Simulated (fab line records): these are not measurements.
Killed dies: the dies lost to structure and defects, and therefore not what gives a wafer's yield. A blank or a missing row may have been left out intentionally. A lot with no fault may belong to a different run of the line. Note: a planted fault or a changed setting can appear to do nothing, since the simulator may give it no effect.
fab line records -- flow n5_finfet
record lots=7, wafers=21
route steps=1938 shown BEOL_M5@1145 BEOL_M6@1197 BEOL_M7@1266
start_h: hours from the record's first day to the start of the lot's first wafer shown -- wait_h: time in hours since the lot's previous step -- " the same as in the row above -- L1.1+2: a single row standing in for several wafers -- - no value, or no start given -- * or withheld: withheld -- < > ~ a bound
route shown NAME@n: NAME is a module with steps in the file, n the number in the route of the first one -- usual: mean and standard deviation over wafers with no fault -- same: alike in all rows -- chamber/n: place in a boat -- sites: each site's reading -- _std_site: standard deviation across them -- _edge_site: mean of outer sites minus mean of inner sites -- radius_mm: how far each site lies from the wafer's centre -- mask NAME#n: copy n -- behind: the last tool/chamber to shape the wafer -- hold: why the lot was held/for how many hours/how that ended -- device: the n, p or np transistor that did not switch -- end of line: tests of these same wafers at the route's end -- where a step has no rows: the recipe by itself -- killed: at the first sort, the dies lost to defects and structure; wafer yield is something else -- map: a wafer's dies, marking killed ones x, the rest . and places with no die _
set.NAME: setting as actually run; set.NAME@STEP: the setting as run at that earlier step -- model.NAME: the simulator's own value behind a step, which no gauge read
one table per step and one row per wafer, for lots whose settings were changed on purpose
## steps
# step N5_BEOL_M5_EXPOSE_25
# recipe mask_id=V4, na=0.33, source_shape=quasar, sigma_inner=0.2, sigma_outer=0.6, polarization=unpolarized, defocus_nm=10, dose_mj=52.75
lot.wafer,tool,chamber,start_h,wait_h,mask,set.dose_mj
L076.1+5,euv_scanner-01,0,216.17,-,V4#0,52.75
L076.2,euv_scanner-01,0,216.17,-,V4#0,54.48
L080.1+3,euv_scanner-01,0,228.76,-,V4#0,50.73
L080.6,euv_scanner-01,0,228.76,-,V4#0,52.75
L089.3,euv_scanner-01,0,321.75,-,V4#0,52.75
L089.4+5,euv_scanner-01,0,321.75,-,V4#0,56.53
L094.1+5,euv_scanner-01,0,339.47,-,V4#0,53.84
L094.2,euv_scanner-01,0,339.47,-,V4#0,52.75
L091.2+4,euv_scanner-02,0,346.25,-,V4#0,50.76
L091.6,euv_scanner-02,0,346.25,-,V4#0,52.75
L095.2+3+6,euv_scanner-01,0,350.85,-,V4#0,52.75
L096.2,euv_scanner-01,0,367.71,-,V4#0,55.8
L096.4+6,euv_scanner-01,0,367.71,-,V4#0,52.75
# step N5_BEOL_M5_PEB_26
# recipe peb_temp_c=100, peb_time_s=60, resist=CAR-EUV
# step N5_BEOL_M5_DEVELOP_27
# recipe develop_time_s=30, developer=TMAH, resist=CAR-EUV, rinse_liquid=surfactant_rinse, dry=air_spin, dev_temp_c=23
# step N5_BEOL_M5_CD_MEAS_28
# recipe target_cd_nm=30.6, landing_energy_ev=500, detector=se_inlens, target_cd_y_nm=20, polarity=opening
# usual cd_nm=30.54/0.22
lot.wafer,tool,chamber,start_h,wait_h,set.dose_mj@BEOL_M5_EXPOSE_25,cd_nm
L076.1,cd_sem-03,0,216.31,-,52.75,30.60
L076.2,cd_sem-03,0,216.31,-,54.48,31.77
L076.5,cd_sem-03,0,216.31,-,52.75,30.41
L080.1,cd_sem-03,0,228.90,-,50.73,29.79
L080.3,cd_sem-03,0,228.90,-,50.73,29.71
L080.6,cd_sem-03,0,228.90,-,52.75,30.92
L089.3,cd_sem-02,0,321.88,-,52.75,30.95
L089.4,cd_sem-02,0,321.88,-,56.53,32.03
L089.5,cd_sem-02,0,321.88,-,56.53,31.99
L094.1,cd_sem-02,0,339.60,-,53.84,30.99
L094.2,cd_sem-02,0,339.60,-,52.75,30.29
L094.5,cd_sem-02,0,339.60,-,53.84,30.94
L091.2,cd_sem-03,0,346.38,-,50.76,29.78
L091.4,cd_sem-03,0,346.38,-,50.76,29.76
L091.6,cd_sem-03,0,346.38,-,52.75,30.32
L095.2,cd_sem-02,0,350.98,-,52.75,30.90
L095.3,cd_sem-02,0,350.98,-,52.75,30.52
L095.6,cd_sem-02,0,350.98,-,52.75,30.55
L096.2,cd_sem-01,0,367.84,-,55.8,31.77
L096.4,cd_sem-01,0,367.84,-,52.75,30.46
L096.6,cd_sem-01,0,367.84,-,52.75,30.46
# step N5_BEOL_M5_DESCUM_33
# recipe chemistry=O2, time_s=7, source_power_w=50, bias_power_w=20, pressure_mtorr=20, rf_frequency_hz=2.712e+07, temp_c=40, resist=CAR-EUV, o2_flow_sccm=225
# step N5_BEOL_M5_ETCH_75
# recipe chemistry=N2/H2, target=underlayer, target_depth_a=65, mask_material=CAR-EUV, time_s=5.2, ion_energy_ev=200, pressure_mtorr=30, source_w=840, bias_w=150, n2_flow_sccm=200, h2_flow_sccm=200, ends=cleared
lot.wafer,tool,chamber,start_h,wait_h,set.dose_mj@BEOL_M5_EXPOSE_25,model.BEOL_M5.cd_nm
L076.1+5,rie_diel-04,"2,0",216.99,0.0,52.75,28
L076.2,rie_diel-04,3,216.99,0.0,54.48,29
L080.1,rie_diel-02,0,229.38,0.0,50.73,27.4
L080.3,rie_diel-02,1,229.38,0.0,50.73,27.2
L080.6,rie_diel-02,2,229.38,0.0,52.75,27.8
L089.3,rie_diel-01,3,322.03,0.0,52.75,28.2
L089.4,rie_diel-01,2,322.03,0.0,56.53,29.4
L089.5,rie_diel-01,2,322.03,0.0,56.53,29.2
L094.1,rie_diel-04,1,339.76,0.0,53.84,28.4
L094.2,rie_diel-04,2,339.76,0.0,52.75,27.6
L094.5,rie_diel-04,3,339.76,0.0,53.84,28.6
L091.2,rie_diel-02,0,346.54,0.0,50.76,27
L091.4,rie_diel-02,1,346.54,0.0,50.76,27.4
L091.6,rie_diel-02,1,346.54,0.0,52.75,28
L095.2+6,rie_diel-04,"3,1",351.14,0.0,52.75,28.4
L095.3,rie_diel-04,1,351.14,0.0,52.75,28
L096.2,rie_diel-04,1,367.99,0.0,55.8,29
L096.4+6,rie_diel-04,0,367.99,0.0,52.75,27.8
# step N5_BEOL_M5_ETCH_67
# recipe chemistry=CF4, target=SiARC, target_depth_a=156, mask_material=CAR-EUV, time_s=26, ion_energy_ev=80, pressure_mtorr=40, source_w=545, bias_w=36, Ar_flow_sccm=100, cf4_flow_sccm=100, ends=cleared
lot.wafer,tool,chamber,start_h,wait_h,set.dose_mj@BEOL_M5_EXPOSE_25,model.BEOL_M5.cd_nm
L076.1,rie_diel-04,2,217.00,0.0,52.75,28
L076.2,rie_diel-04,3,217.00,0.0,54.48,28.8
L076.5,rie_diel-04,0,217.00,0.0,52.75,28.2
L080.1,rie_diel-02,0,229.40,0.0,50.73,27.6
L080.3,rie_diel-02,1,229.40,0.0,50.73,27.2
L080.6,rie_diel-02,2,229.40,0.0,52.75,27.8
L089.3,rie_diel-01,3,322.05,0.0,52.75,28
L089.4,rie_diel-01,2,322.05,0.0,56.53,29.4
L089.5,rie_diel-01,2,322.05,0.0,56.53,29.2
L094.1,rie_diel-04,1,339.78,0.0,53.84,28.4
L094.2,rie_diel-04,2,339.78,0.0,52.75,27.8
L094.5,rie_diel-04,3,339.78,0.0,53.84,28.6
L091.2,rie_diel-02,0,346.56,0.0,50.76,27.2
L091.4,rie_diel-02,1,346.56,0.0,50.76,27.4
L091.6,rie_diel-02,1,346.56,0.0,52.75,28
L095.2+6,rie_diel-04,"3,1",351.15,0.0,52.75,28.4
L095.3,rie_diel-04,1,351.15,0.0,52.75,28
L096.2,rie_diel-04,1,368.01,0.0,55.8,29
L096.4+6,rie_diel-04,0,368.01,0.0,52.75,28
# step N5_BEOL_M5_ETCH_68
# recipe chemistry=N2/H2, target=SOC, target_depth_a=800, overetch_a=160, mask_material=SiARC, temp_c=40, time_s=120, ion_energy_ev=200, pressure_mtorr=30, source_w=840, bias_w=150, n2_flow_sccm=200, h2_flow_sccm=200
lot.wafer,tool,chamber,start_h,wait_h,set.time_s,set.dose_mj@BEOL_M5_EXPOSE_25,model.BEOL_M5.cd_nm,model.SiARC_of_BEOL_M5_COAT_66.thk_nm
L076.1,rie_diel-04,2,217.03,0.0,120,52.75,28,6.6
L076.2,rie_diel-04,3,217.03,0.0,110.6,54.48,28.6,6.8
L076.5,rie_diel-04,0,217.03,0.0,110.6,52.75,28.2,6.8
L080.1,rie_diel-02,0,229.42,0.0,120,50.73,27.6,6.4
L080.3,rie_diel-02,1,229.42,0.0,120,50.73,27.2,6.6
L080.6,rie_diel-02,2,229.42,0.0,120,52.75,28,6.4
L089.3,rie_diel-01,3,322.08,0.0,136.1,52.75,28,5.8
L089.4,rie_diel-01,2,322.08,0.0,136.1,56.53,29.6,5.6
L089.5,rie_diel-01,2,322.08,0.0,120,56.53,29.2,6.4
L094.1,rie_diel-04,1,339.81,0.0,120,53.84,28.4,6.4
L094.2,rie_diel-04,2,339.81,0.0,120,52.75,27.6,6.4
L094.5,rie_diel-04,3,339.81,0.0,141.1,53.84,29,5.4
L091.2,rie_diel-02,0,346.58,0.0,131.6,50.76,27.2,6
L091.4,rie_diel-02,1,346.58,0.0,120,50.76,27.4,6.4
L091.6,rie_diel-02,1,346.58,0.0,131.6,52.75,28.2,6
L095.2+3,rie_diel-04,"3,1",351.18,0.0,120,52.75,28.4,6.4
L095.6,rie_diel-04,1,351.18,0.0,120,52.75,28.8,6.4
L096.2,rie_diel-04,1,368.04,0.0,120,55.8,29.2,6.4
L096.4,rie_diel-04,0,368.04,0.0,120,52.75,28.2,6.4
L096.6,rie_diel-04,0,368.04,0.0,132.9,52.75,28.2,5.8
# step N5_BEOL_M5_STRIP_69
# recipe chemistry=N2/H2, temp_c=40, n2_flow_sccm=200, h2_flow_sccm=200, rf_frequency_hz=6e+07
# step N5_BEOL_M5_STRIP_76
# recipe chemistry=N2/H2, temp_c=40, n2_flow_sccm=200, h2_flow_sccm=200, rf_frequency_hz=6e+07
# step N5_BEOL_M5_VIA_ETCH_34
# recipe chemistry=C4F6/O2, target=SiCOH_lowk, target_depth_a=883, mask_material=SOC, taper_deg=4, time_s=39.2, ion_energy_ev=250, pressure_mtorr=30, source_w=345, bias_w=185, Ar_flow_sccm=300, C4F6_flow_sccm=10, O2_flow_sccm=10
lot.wafer,tool,chamber,start_h,wait_h,set.dose_mj@BEOL_M5_EXPOSE_25,model.BEOL_M5.cd_nm
L076.1,rie_diel-04,2,217.13,0.0,52.75,27.8
L076.2,rie_diel-04,3,217.13,0.0,54.48,28.6
L076.5,rie_diel-04,0,217.13,0.0,52.75,28
L080.1,rie_diel-02,0,229.52,0.0,50.73,27.6
L080.3,rie_diel-02,1,229.52,0.0,50.73,27.2
L080.6,rie_diel-02,2,229.52,0.0,52.75,28.2
L089.3,rie_diel-01,3,322.18,0.0,52.75,28
L089.4,rie_diel-01,2,322.18,0.0,56.53,29.6
L089.5,rie_diel-01,2,322.18,0.0,56.53,29.4
L094.1,rie_diel-04,1,339.91,0.0,53.84,28.4
L094.2,rie_diel-04,2,339.91,0.0,52.75,27.6
L094.5,rie_diel-04,3,339.91,0.0,53.84,29
L091.2+4,rie_diel-02,"0,1",346.68,0.0,50.76,27.4
L091.6,rie_diel-02,1,346.68,0.0,52.75,28.2
L095.2+3,rie_diel-04,"3,1",351.28,0.0,52.75,28.4
L095.6,rie_diel-04,1,351.28,0.0,52.75,28.8
L096.2,rie_diel-04,1,368.14,0.0,55.8,29.2
L096.4+6,rie_diel-04,0,368.14,0.0,52.75,28.2
# step N5_BEOL_M6_PECVD_70
# recipe material=SiO2, target_thk_a=200, temp_c=400, precursor=TEOS/O2, pressure_torr=5.5, rf_w=450, teos_flow_sccm=53.8, gas=O2, flow_sccm=3000, time_s=22.7
lot.wafer,tool,chamber,start_h,wait_h,set.temp_c,model.SiO2_of_BEOL_M6_PECVD_70.thk_nm
L076.1,pecvd-04,0,225.17,0.0,400,20
L076.2,pecvd-04,0,225.17,0.0,400,20.4
L076.5,pecvd-04,0,225.17,0.0,400,20.2
L080.1,pecvd-01,0,248.37,0.0,409,18.4
L080.3,pecvd-01,1,248.37,0.0,400,19.6
L080.6,pecvd-01,0,248.37,0.0,400,20
L089.3,pecvd-04,0,331.15,0.0,400,19.8
L089.4,pecvd-04,1,331.15,0.0,400,20
L089.5,pecvd-04,0,331.15,0.0,411.8,18.8
L094.1,pecvd-01,1,348.32,0.0,400,19.6
L094.2+5,pecvd-01,"2,0",348.32,0.0,406.1,19
L091.2,pecvd-04,0,358.54,0.0,416.3,17.6
L091.4,pecvd-04,2,358.54,0.0,416.3,18
L091.6,pecvd-04,1,358.54,0.0,400,20.2
L095.2+3,pecvd-04,"0,1",360.60,0.0,400,19.6
L095.6,pecvd-04,0,360.60,0.0,400,19.8
L096.2,pecvd-03,2,377.68,0.0,405.1,19
L096.4,pecvd-03,1,377.68,0.0,400,20.2
L096.6,pecvd-03,2,377.68,0.0,405.1,19.6
# step N5_BEOL_M6_COAT_59
# recipe resist=SOC, temp_c=250, time_s=60, spin_rpm=1500, resist_thk_nm=100
lot.wafer,tool,chamber,start_h,wait_h,set.spin_rpm,model.SOC_of_BEOL_M6_COAT_59.thk_nm
L076.1+2,litho_track-02,0,225.89,0.1,1543,99
L076.5,litho_track-02,0,225.89,0.1,1500,100.8
L080.1+6,litho_track-01,0,250.53,0.1,1624,96.4
L080.3,litho_track-01,0,250.53,0.1,1500,100.4
L089.3+5,litho_track-01,0,331.34,0.1,1500,99.8
L089.4,litho_track-01,0,331.34,0.1,1500,99.6
L094.1,litho_track-02,0,351.29,0.1,1500,99.8
L094.2,litho_track-02,0,351.29,0.1,1500,100
L094.5,litho_track-02,0,351.29,0.1,1500,100.2
L091.2,litho_track-02,0,358.99,0.1,1500,99.8
L091.4,litho_track-02,0,358.99,0.1,1383,104.2
L091.6,litho_track-02,0,358.99,0.1,1500,100.4
L095.2+3,litho_track-02,0,363.12,0.1,1500,100.4
L095.6,litho_track-02,0,363.12,0.1,1500,100.6
L096.2,litho_track-04,0,379.02,0.1,1334,105.8
L096.4,litho_track-04,0,379.02,0.1,1500,100.2
L096.6,litho_track-04,0,379.02,0.1,1500,100
# step N5_BEOL_M6_COAT_60
# recipe resist=SiARC, temp_c=220, time_s=60, spin_rpm=1500, resist_thk_nm=35
# step N5_BEOL_M6_COAT_05
# recipe resist=CAR-ArF, spin_rpm=1500, resist_thk_nm=90
# step N5_BEOL_M6_DESCUM_16
# recipe chemistry=O2, time_s=7.9, source_power_w=50, bias_power_w=20, pressure_mtorr=20, rf_frequency_hz=2.712e+07, temp_c=40, resist=CAR-ArF, o2_flow_sccm=225
# step N5_BEOL_M6_ETCH_61
# recipe chemistry=CF4, target=SiARC, target_depth_a=455, mask_material=CAR-ArF, time_s=75.8, ion_energy_ev=80, pressure_mtorr=40, source_w=545, bias_w=36, Ar_flow_sccm=100, cf4_flow_sccm=100, ends=cleared
# step N5_BEOL_M6_ETCH_62
# recipe chemistry=N2/H2, target=SOC, target_depth_a=1100, overetch_a=220, mask_material=SiARC, temp_c=40, time_s=165, ion_energy_ev=200, pressure_mtorr=30, source_w=840, bias_w=150, n2_flow_sccm=200, h2_flow_sccm=200
lot.wafer,tool,chamber,start_h,wait_h,set.spin_rpm@BEOL_M6_COAT_59,model.etch.depth_nm
L076.1,rie_diel-06,3,226.32,0.0,1543,98.95
L076.2,rie_diel-06,0,226.32,0.0,1543,99.04
L076.5,rie_diel-06,2,226.32,0.0,1500,100.8
L080.1,rie_diel-03,0,251.41,0.0,1624,96.34
L080.3,rie_diel-03,2,251.41,0.0,1500,100.3
L080.6,rie_diel-03,3,251.41,0.0,1624,96.4
L089.3,rie_diel-05,0,332.25,0.0,1500,99.82
L089.4,rie_diel-05,3,332.25,0.0,1500,99.63
L089.5,rie_diel-05,3,332.25,0.0,1500,99.77
L094.1,rie_diel-06,2,351.71,0.0,1500,99.81
L094.2,rie_diel-06,0,351.71,0.0,1500,100
L094.5,rie_diel-06,3,351.71,0.0,1500,100.1
L091.2,rie_diel-05,1,359.54,0.0,1500,99.78
L091.4,rie_diel-05,1,359.54,0.0,1383,104.3
L091.6,rie_diel-05,3,359.54,0.0,1500,100.3
L095.2+3,rie_diel-05,"0,1",364.01,0.0,1500,100.4
L095.6,rie_diel-05,1,364.01,0.0,1500,100.6
L096.2,rie_diel-05,0,379.44,0.0,1334,105.8
L096.4,rie_diel-05,1,379.44,0.0,1500,100.2
L096.6,rie_diel-05,1,379.44,0.0,1500,100
# step N5_BEOL_M6_STRIP_68
# recipe chemistry=N2/H2, temp_c=40, n2_flow_sccm=200, h2_flow_sccm=200, rf_frequency_hz=6e+07
# step N5_BEOL_M6_STRIP_67
# recipe chemistry=CF4, resist=SiARC, power_w=300, bias_power_w=75, pressure_mtorr=50, cf4_flow_sccm=150, rf_frequency_hz=6e+07
# step N5_BEOL_M6_STRIP_80
# recipe chemistry=N2/H2, time_s=10, power_w=450, temp_c=40, pressure_mtorr=20, rf_frequency_hz=6e+07, bias_power_w=7, n2_flow_sccm=200, h2_flow_sccm=200
# step N5_BEOL_M6_HM_STRIP_39
# recipe chemistry=peroxide_tin_strip, material=TiN, target_depth_a=250, temp_c=50, time_s=158
lot.wafer,tool,chamber,start_h,wait_h,set.temp_c@BEOL_M6_PECVD_70,model.SiO2_of_BEOL_M6_PECVD_70.thk_nm
L076.1+5,wet_bench-06,"1,3",229.47,0.0,400,20
L076.2,wet_bench-06,6,229.47,0.0,400,20.2
L080.1,wet_bench-06,4,261.34,0.0,409,18.2
L080.3,wet_bench-06,3,261.34,0.0,400,19.4
L080.6,wet_bench-06,6,261.34,0.0,400,19.8
L089.3+4,wet_bench-06,"2,7",333.86,0.0,400,19.8
L089.5,wet_bench-06,6,333.86,0.0,411.8,18.6
L094.1,wet_bench-06,0,353.10,0.0,400,19.6
L094.2+5,wet_bench-06,"4,7",353.10,0.0,406.1,18.8
L091.2,wet_bench-06,1,363.18,0.0,416.3,17.6
L091.4,wet_bench-06,7,363.18,0.0,416.3,17.8
L091.6,wet_bench-06,6,363.18,0.0,400,20.2
L095.2,wet_bench-06,0,368.49,0.0,400,19.4
L095.3,wet_bench-06,1,368.49,0.0,400,19.6
L095.6,wet_bench-06,2,368.49,0.0,400,19.8
L096.2,wet_bench-06,3,381.15,0.0,405.1,18.8
L096.4,wet_bench-06,7,381.15,0.0,400,20.2
L096.6,wet_bench-06,2,381.15,0.0,405.1,19.4
# step N5_BEOL_M7_PECVD_70
# recipe material=SiO2, target_thk_a=200, temp_c=400, precursor=TEOS/O2, pressure_torr=5.5, rf_w=450, teos_flow_sccm=53.8, gas=O2, flow_sccm=3000, time_s=22.7
lot.wafer,tool,chamber,start_h,wait_h,set.temp_c,model.SiO2_of_BEOL_M7_PECVD_70.thk_nm
L076.1+2,pecvd-02,"1,2",236.17,0.0,400,19.8
L076.5,pecvd-02,2,236.17,0.0,400,20
L080.1,pecvd-02,0,264.81,0.0,382.6,22
L080.3,pecvd-02,1,264.81,0.0,400,20
L080.6,pecvd-02,2,264.81,0.0,400,20.2
L089.3,pecvd-01,0,338.85,0.1,400,20.4
L089.4,pecvd-01,2,338.85,0.1,400,20.6
L089.5,pecvd-01,2,338.85,0.1,400,20.2
L094.1+5,pecvd-02,"0,1",358.05,0.0,400,19.6
L094.2,pecvd-02,2,358.05,0.0,400,19.8
L091.2+6,pecvd-02,"2,1",368.87,0.0,415.9,18
L091.4,pecvd-02,2,368.87,0.0,415.9,17.8
L095.2,pecvd-02,2,374.95,0.0,400,19.6
L095.3,pecvd-02,1,374.95,0.0,400,19.4
L095.6,pecvd-02,2,374.95,0.0,400,19.8
L096.2,pecvd-01,1,384.93,0.0,406.8,19.4
L096.4,pecvd-01,1,384.93,0.0,400,20.4
L096.6,pecvd-01,2,384.93,0.0,400,20.2
## key
split step=N5_BEOL_M5_EXPOSE_25, setting=dose_mj, stated=52.75, by=wafer
response step=N5_BEOL_M5_CD_MEAS_28, reading=cd_nm, change=+0.212, per=1%, r=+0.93
response step=N5_BEOL_M5_ETCH_75, reading=model.BEOL_M5.cd_nm, change=+0.193, per=1%, r=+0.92
response step=N5_BEOL_M5_ETCH_67, reading=model.BEOL_M5.cd_nm, change=+0.179, per=1%, r=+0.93
response step=N5_BEOL_M5_ETCH_68, reading=model.BEOL_M5.cd_nm, change=+0.198, per=1%, r=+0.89
response step=N5_BEOL_M5_VIA_ETCH_34, reading=model.BEOL_M5.cd_nm, change=+0.211, per=1%, r=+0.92
split step=N5_BEOL_M5_ETCH_68, setting=time_s, stated=120, by=wafer
response step=N5_BEOL_M5_ETCH_68, reading=model.SiARC_of_BEOL_M5_COAT_66.thk_nm, change=-0.0512, per=1%, r=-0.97
split step=N5_BEOL_M6_PECVD_70, setting=temp_c, stated=400, by=wafer
response step=N5_BEOL_M6_PECVD_70, reading=model.SiO2_of_BEOL_M6_PECVD_70.thk_nm, change=-0.531, per=1%, r=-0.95
response step=N5_BEOL_M6_HM_STRIP_39, reading=model.SiO2_of_BEOL_M6_PECVD_70.thk_nm, change=-0.568, per=1%, r=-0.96
split step=N5_BEOL_M6_COAT_59, setting=spin_rpm, stated=1500, by=wafer
response step=N5_BEOL_M6_COAT_59, reading=model.SOC_of_BEOL_M6_COAT_59.thk_nm, change=-0.513, per=1%, r=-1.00
response step=N5_BEOL_M6_ETCH_62, reading=model.etch.depth_nm, change=-0.513, per=1%, r=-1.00
split step=N5_BEOL_M7_PECVD_70, setting=temp_c, stated=400, by=wafer
response step=N5_BEOL_M7_PECVD_70, reading=model.SiO2_of_BEOL_M7_PECVD_70.thk_nm, change=-0.449, per=1%, r=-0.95
